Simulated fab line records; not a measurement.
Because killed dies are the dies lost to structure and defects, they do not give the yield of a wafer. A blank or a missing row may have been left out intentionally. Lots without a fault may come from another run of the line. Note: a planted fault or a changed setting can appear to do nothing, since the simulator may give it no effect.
Chamber matching + flow n5 finfet + uv cure-01 running N5_BEOL_M11_CURE_71: 3 sister chambers
The step cures SiCOH lowk, time 240 s. 3 wafers are shown with their chamber, then 8 later ones without.

EACH WAFER AND ITS CHAMBER
| wafer  | chamber | lamp power pct (%) |
|--------|---------|--------------------|
| L248.6 | 1       | 52.29              |
| L249.5 | 0       | 52.36              |
| L252.1 | 2       | 52.30              |

WAFERS MISSING THEIR CHAMBER
| wafer  | lamp power pct (%) |
|--------|--------------------|
| L252.3 | 52.36              |
| L252.6 | 52.31              |
| L254.2 | 52.27              |
| L254.5 | 52.32              |
| L254.6 | 52.38              |
| L262.2 | 52.40              |
| L262.3 | 52.22              |
| L262.5 | 52.39              |

EACH ONE'S CHAMBER
| wafer  | from the rows above          | in truth |
|--------|------------------------------|----------|
| L252.3 | can't be placed: 0 or 2      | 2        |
| L252.6 | can't be placed: 2 or 1 or 0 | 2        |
| L254.2 | can't be placed: 1 or 2      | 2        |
| L254.5 | can't be placed: 2 or 1 or 0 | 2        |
| L254.6 | can't be placed: 0 or 2      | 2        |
| L262.2 | can't be placed: 0 or 2      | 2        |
| L262.3 | can't be placed: 1 or 2      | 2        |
| L262.5 | can't be placed: 0 or 2      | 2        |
Correct placement for 0 of the 8. Unplaceable from these rows: 8, with the true chamber sitting among the candidates in 8. 0 placed wrongly.
How it was worked out, from the rows above alone: a wafer's distance from a chamber is the root of the sum, over the readings, of the square of ((its reading less the chamber's mean) divided by the reading's scatter). The wafer belongs to the nearest chamber; if the next one is less than 2 further off, it can't be placed. The mean given for a chamber averages the wafers shown for that chamber. The scatter (one wafer shown for each chamber): square how far every hidden wafer sits from the nearest shown wafer, average those squares and take the square root.
